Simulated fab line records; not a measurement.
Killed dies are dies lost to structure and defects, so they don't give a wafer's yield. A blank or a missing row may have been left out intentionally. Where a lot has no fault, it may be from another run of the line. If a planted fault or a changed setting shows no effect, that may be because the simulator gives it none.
fab line records	flow nand_harc
[record] lots = 14	wafers = 42	last_day = 25
route steps=1159 shown A_CONTACT@910
lots with no fault: from the same line, run without faults
start_h: hours from the record's first day to the start of the lot's first wafer shown	wait_h: hours since the lot's step before	" identical to the entry in the row above	L1.1+2: a single row standing in for several wafers	- no value, or no start was given	* or withheld: withheld	< > ~ a bound
route shown NAME@n: names a module that has steps shown in the file, with the first one's number in the route	usual: mean/standard deviation taken from wafers without a fault	same: alike in all rows	chamber/n: place in a boat	sites: per-site readings	_std_site: their standard deviation	_edge_site: outer sites' mean less inner sites'	radius_mm: how far each site lies from the wafer's centre	mask NAME#n: copy n	behind: the last tool/chamber to shape the wafer	hold: the reason the lot was held/the length of the hold in hours/how it ended	device: whichever transistor did not switch (one of n, p or np)	end of line: the route-end tests of the same wafers	where a step has no rows: the recipe by itself	killed: the dies lost at the first sort to structure and to defects; this is not the yield of the wafer	map: per-die view of a wafer (x killed, . not killed, _ where there is no die)
set.NAME: setting as actually run; set.NAME@STEP: the setting as run at that earlier step	model.NAME: the simulator's own value behind a step, which no gauge read
route steps across a sampled set of lots; one table per step, one row per wafer
services: the hour from which a tool's chamber was out of use, counted from the record's first day as start_h (under 0 if before that day), plus the number of hours and why
[[steps]]
[step NHARC_A_CONTACT_ETCH_130]
[recipe] source_w = withheld	pressure_mtorr = 20	bias_v = 1200	time_s = 155	target_depth_a = 9560	ar_flow_sccm = withheld	c4f8_flow_sccm = withheld	o2_flow_sccm = withheld	chemistry = C4F8/O2/Ar
lot.wafer	tool	chamber	start_h	wait_h	rf_hours_counter_h
L924.1	har_cap_etch-03	1	389.68	0.1	86
L924.6	"	1	"	"	-
L924.5	"	0	"	"	-
L921.1	har_cap_etch-02	0	398.12	0.1	13
L921.4	"	0	"	"	-
L921.3	"	1	"	"	-
L926.1	har_cap_etch-01	0	406.66	0.1	62
L926.3	"	1	"	"	-
L926.5	"	0	"	"	-
L929.2	har_cap_etch-03	0	442.00	0.1	95
L929.5	"	1	"	"	-
L929.6	"	0	"	"	-
L932.2	har_cap_etch-02	1	446.54	0.1	21
L932.3	"	0	"	"	-
L932.6	"	1	"	"	-
L934.2	har_cap_etch-02	0	457.46	0.1	24
L934.4	"	0	"	"	-
L934.5	"	1	"	"	-
L937.1	har_cap_etch-02	1	480.17	0.1	28
L937.3	"	0	"	"	-
L937.6	"	1	"	"	-
L939.2	har_cap_etch-03	1	484.74	0.1	104
L939.6	"	0	"	"	-
L939.5	"	1	"	"	-
L938.4	har_cap_etch-02	1	485.40	0.1	-
L938.5	"	1	"	"	-
L938.6	"	0	"	"	-
L940.1	har_cap_etch-01	0	492.29	0.1	76
L940.3	"	0	"	"	-
L940.5	"	1	"	"	-
L943.4	har_cap_etch-02	0	506.06	0.2	-
L943.5	"	0	"	"	-
L943.6	"	1	"	"	-
L942.2	har_cap_etch-03	0	510.25	0.1	108
L942.1	"	1	"	"	108
L942.6	"	1	"	"	-
L941.2	har_cap_etch-01	1	511.14	0.1	80
L941.4	"	0	"	"	-
L941.3	"	1	"	"	-
L944.2	har_cap_etch-03	0	520.05	0.1	112
L944.6	"	0	"	"	-
L944.5	"	1	"	"	-
[step NHARC_A_CONTACT_ETCH_132]
[recipe] source_w = withheld	pressure_mtorr = 20	bias_v = 1200	time_s = 156	target_depth_a = 9580	ar_flow_sccm = withheld	c4f8_flow_sccm = withheld	o2_flow_sccm = withheld	chemistry = C4F8/O2/Ar
lot.wafer	tool	chamber	start_h	wait_h	rf_hours_counter_h
L924.1	har_cap_etch-03	1	389.96	0.1	86
L924.6	"	1	"	"	-
L924.5	"	0	"	"	-
L921.1	har_cap_etch-02	0	398.40	0.1	13
L921.4	"	0	"	"	-
L921.3	"	1	"	"	-
L926.1	har_cap_etch-01	0	406.94	0.1	62
L926.3	"	1	"	"	-
L926.5	"	0	"	"	-
L929.2	har_cap_etch-03	0	442.28	0.1	95
L929.5	"	1	"	"	-
L929.6	"	0	"	"	-
L932.2	har_cap_etch-02	1	446.83	0.1	21
L932.3	"	0	"	"	-
L932.6	"	1	"	"	-
L934.2	har_cap_etch-02	0	457.75	0.1	24
L934.4	"	0	"	"	-
L934.5	"	1	"	"	-
L937.1	har_cap_etch-02	1	480.46	0.1	28
L937.3	"	0	"	"	-
L937.6	"	1	"	"	-
L939.2	har_cap_etch-03	1	485.03	0.1	105
L939.6	"	0	"	"	-
L939.5	"	1	"	"	-
L938.4	har_cap_etch-02	1	485.68	0.1	-
L938.5	"	1	"	"	-
L938.6	"	0	"	"	-
L940.1	har_cap_etch-01	0	492.57	0.1	76
L940.3	"	0	"	"	-
L940.5	"	1	"	"	-
L943.4	har_cap_etch-02	0	506.43	0.2	-
L943.5	"	0	"	"	-
L943.6	"	1	"	"	-
L942.2	har_cap_etch-03	0	510.54	0.1	109
L942.1	"	1	"	"	109
L942.6	"	1	"	"	-
L941.2	har_cap_etch-01	1	511.42	0.1	80
L941.4	"	0	"	"	-
L941.3	"	1	"	"	-
L944.2	har_cap_etch-03	0	520.34	0.1	112
L944.6	"	0	"	"	-
L944.5	"	1	"	"	-
[step NHARC_A_CONTACT_EXPOSE_05]
[recipe] na = 1.35	sigma_outer = 0.8	dose_mj = 84.24	mask_id = A_CC
[usual] exposure_dose_mJ_cm2 = 84.24/0.079	focus_offset_nm = 0.1/0.54
lot.wafer	tool	chamber	start_h	wait_h	mask	exposure_dose_mJ_cm2	focus_offset_nm
L924.1	arfi_scanner-03	0	394.67	-	A_CC#0	84.26	-0.4
L924.5	"	0	"	"	A_CC#0	84.12	-0.2
L924.6	"	0	"	"	A_CC#0	84.16	0.3
L921.1	arfi_scanner-02	0	402.50	-	A_CC#0	84.24	0.3
L921.3	"	0	"	"	A_CC#0	84.20	1.5
L921.4	"	0	"	"	A_CC#0	84.24	0.9
L926.1	arfi_scanner-02	0	410.64	-	A_CC#0	84.28	0.5
L926.3	"	0	"	"	A_CC#0	84.23	-0.3
L926.5	"	0	"	"	A_CC#0	84.08	-0.5
L929.2	arfi_scanner-02	-	449.07	-	A_CC#0	-	-
L929.5	"	-	"	"	A_CC#0	-	-
L929.6	"	-	"	"	A_CC#0	-	-
L932.2	arfi_scanner-02	-	451.29	-	A_CC#0	-	-
L932.3	"	-	"	"	A_CC#0	-	-
L932.6	"	-	"	"	A_CC#0	-	-
L934.2	arfi_scanner-01	0	464.01	-	A_CC#0	84.32	0.0
L934.4	"	0	"	"	A_CC#0	84.34	-1.0
L934.5	"	0	"	"	A_CC#0	84.32	0.2
L937.1	arfi_scanner-01	0	484.83	-	A_CC#0	84.34	0.0
L937.3	"	0	"	"	A_CC#0	84.23	1.2
L937.6	"	0	"	"	A_CC#0	84.28	1.4
L939.2	arfi_scanner-03	0	490.86	-	A_CC#0	84.34	-0.3
L939.5	"	0	"	"	A_CC#0	84.32	-0.6
L939.6	"	0	"	"	A_CC#0	84.37	0.4
L938.4	arfi_scanner-02	0	491.11	-	A_CC#0	84.34	-0.2
L938.5	"	0	"	"	A_CC#0	84.27	0.0
L938.6	"	0	"	"	A_CC#0	84.27	0.6
L940.1	arfi_scanner-01	0	499.08	-	A_CC#0	84.28	0.2
L940.3	"	0	"	"	A_CC#0	84.21	0.1
L940.5	"	0	"	"	A_CC#0	84.30	0.2
L943.4	arfi_scanner-02	0	512.46	-	A_CC#0	84.18	0.5
L943.5	"	0	"	"	A_CC#0	84.19	0.7
L943.6	"	0	"	"	A_CC#0	84.18	-0.3
L942.1	arfi_scanner-01	0	514.39	-	A_CC#0	84.14	0.3
L942.2	"	0	"	"	A_CC#0	84.24	-0.6
L942.6	"	0	"	"	A_CC#0	84.31	-1.0
L941.2	arfi_scanner-01	0	515.41	-	A_CC#0	84.30	0.2
L941.3	"	0	"	"	A_CC#0	84.12	-0.3
L941.4	"	0	"	"	A_CC#0	84.36	-1.2
L944.2	arfi_scanner-02	0	525.92	-	A_CC#0	84.36	-0.7
L944.5	"	0	"	"	A_CC#0	84.34	0.1
L944.6	"	0	"	"	A_CC#0	84.26	0.3
[step NHARC_A_CONTACT_DESCUM_13]
[recipe] time_s = 3	o2_flow_sccm = 200	ar_flow_sccm = 0	bias_power_w = 0	chemistry = O2
[usual] drypump_motor_current_A = 5.8/0.45	oes_product_au = 1.002/0.011	rf_vpp_V = 57.7/0.87	showerhead_plenum_p_Torr = 1.91/0.067	throttle_valve_pct = 11.312/0.0076
[same] bias_power_w = 0
lot.wafer	tool	chamber	start_h	wait_h	drypump_motor_current_A	oes_product_au	rf_hours_counter_h	rf_vpp_V	showerhead_plenum_p_Torr	throttle_valve_pct
L924.1	rie_diel-10	0	395.00	0.1	5.4	1.034	11	57.6	1.96	11.316
L924.5	"	0	"	"	5.4	1.026	-	57.3	1.96	11.315
L924.6	"	1	"	"	6.7	1.012	-	56.3	1.84	11.298
L921.4	rie_diel-06	3	402.84	0.1	6.1	1.002	61	58.5	1.94	11.322
L921.1	"	1	"	"	5.7	0.997	58	58.0	1.89	11.312
L921.3	"	2	"	"	5.4	0.995	57	58.3	1.85	11.309
L926.1	rie_diel-03	3	410.96	0.1	5.8	0.999	0	57.6	1.92	11.315
L926.3	"	2	"	"	5.5	1.002	2	58.1	2.04	11.306
L926.5	"	0	"	"	6.5	0.999	-	57.6	1.87	11.312
L929.2	rie_diel-10	3	449.42	0.1	5.2	0.986	33	57.4	1.82	11.309
L929.5	"	0	"	"	5.5	1.012	-	58.6	1.95	11.301
L929.6	"	3	"	"	5.2	0.982	-	58.7	1.82	11.313
L932.3	rie_diel-06	1	451.63	0.1	5.7	0.999	11	59.2	1.89	11.315
L932.2	"	3	"	"	6.1	0.998	11	56.6	1.94	11.302
L932.6	"	2	"	"	5.4	1.003	-	58.6	1.84	11.302
L934.2	rie_diel-06	0	464.35	0.1	6.2	0.998	15	58.1	1.93	11.321
L934.4	"	1	"	"	5.7	1.019	15	57.3	1.89	11.323
L934.5	"	0	"	"	6.2	1.003	-	58.0	1.93	11.311
L937.3	rie_diel-03	0	485.16	0.1	6.5	1.005	14	57.0	1.87	11.326
L937.1	"	2	"	"	5.6	1.003	15	57.9	2.03	11.306
L937.6	"	0	"	"	6.4	0.999	-	57.8	1.87	11.321
L939.2	rie_diel-06	0	491.18	0.1	6.2	1.002	23	58.3	1.93	11.323
L939.5	"	0	"	"	6.2	0.998	-	57.3	1.93	11.314
L939.6	"	1	"	"	5.7	1.003	-	57.4	1.88	11.322
L938.4	rie_diel-10	1	491.44	0.1	6.7	0.999	25	57.1	1.84	11.306
L938.5	"	3	"	"	5.2	0.995	-	56.7	1.81	11.305
L938.6	"	0	"	"	5.4	1.020	-	57.2	1.95	11.307
L940.1	rie_diel-03	0	499.42	0.1	6.4	1.006	16	58.2	1.87	11.329
L940.3	"	1	"	"	5.6	0.993	17	58.6	1.81	11.303
L940.5	"	2	"	"	5.6	1.003	-	58.0	2.03	11.297
L943.4	rie_diel-10	0	512.79	0.1	5.4	1.014	62	59.0	1.95	11.319
L943.5	"	2	"	"	6.3	1.005	-	58.3	1.93	11.308
L943.6	"	3	"	"	5.1	0.997	-	57.6	1.81	11.318
L942.2	rie_diel-03	2	514.72	0.1	5.6	1.003	21	58.3	2.03	11.306
L942.1	"	3	"	"	5.8	0.999	19	57.0	1.92	11.321
L942.6	"	3	"	"	5.8	1.000	-	58.2	1.92	11.288
L941.3	rie_diel-03	2	515.73	0.1	5.6	1.009	21	58.4	2.03	11.313
L941.4	"	3	"	"	5.8	1.006	19	57.1	1.92	11.305
L941.2	"	0	"	"	6.4	1.004	19	58.0	1.87	11.308
L944.2	rie_diel-03	2	526.38	0.2	5.6	1.000	23	59.5	2.03	11.312
L944.6	"	2	"	"	5.6	1.000	-	59.2	2.03	11.309
L944.5	"	3	"	"	5.7	0.993	-	57.6	1.92	11.306
[[services]]
tool	chamber	start_h	hours	kind
rie_diel-03	0	371.62	-	clean
rie_diel-03	1	371.62	-	clean
rie_diel-03	2	371.62	-	clean
rie_diel-03	3	371.62	-	clean
arfi_scanner-01	-	379.60	4.0	pm
rie_diel-03	-	392.30	9.0	pm
rie_diel-03	0	392.30	9.0	vent_cycle
arfi_scanner-01	-	395.60	0.5	repair
rie_diel-10	3	398.31	5.8	repair
rie_diel-10	1	399.69	8.5	repair
har_cap_etch-02	-	401.11	1.1	repair
rie_diel-03	3	401.32	3.5	repair
arfi_scanner-01	-	417.89	3.3	repair
rie_diel-06	-	418.74	9.0	pm
rie_diel-10	1	423.64	45.3	repair
arfi_scanner-02	-	428.00	4.0	pm
rie_diel-03	0	431.07	6.7	repair
rie_diel-10	0	436.05	3.7	repair
arfi_scanner-03	-	461.07	3.9	repair
har_cap_etch-02	-	465.26	1.0	repair
arfi_scanner-03	-	476.68	1.8	repair
arfi_scanner-03	-	484.00	4.0	pm
rie_diel-06	2	498.54	2.2	repair
rie_diel-06	2	510.94	10.1	repair
[[key]]
[first_sign] step = NHARC_A_CONTACT_EXPOSE_05	reading = tool_record	direction = missing
effect none on later readings
met_at NHARC_A_CONTACT_EXPOSE_05
struck_lots L929,L932
later_rows_left_out L929.2,L929.5,L929.6,L932.2,L932.3,L932.6
sort_left_out L929.2,L929.5,L929.6,L932.2,L932.3,L932.6
tester_left_out L929,L932
not_acting_at NHARC_A_CONTACT_ETCH_130,NHARC_A_CONTACT_ETCH_132,NHARC_A_CONTACT_DESCUM_13
onset_between 410.64 449.07
[fault] kind = skipped_step_whole	tool = arfi_scanner-02	chamber = -	onset_h = 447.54	steps = NHARC_A_CONTACT_EXPOSE_05	scope = struck_lots_only
// tester_left_out: of these lots the tester's yield and bins aren't shown, on N5 and GAA mostly nor the transistor test; their killed dies are dies lost to structure and defects alone, not to doping, threshold or leakage, so they don't give the yield
// sort_left_out: the simulated sort isn't trusted on such a fault, so these wafers' sort isn't shown, and their yield isn't known
// later_rows_left_out: the simulator's readings of these wafers behind a module that went badly wrong aren't trusted and aren't shown, but for the sort
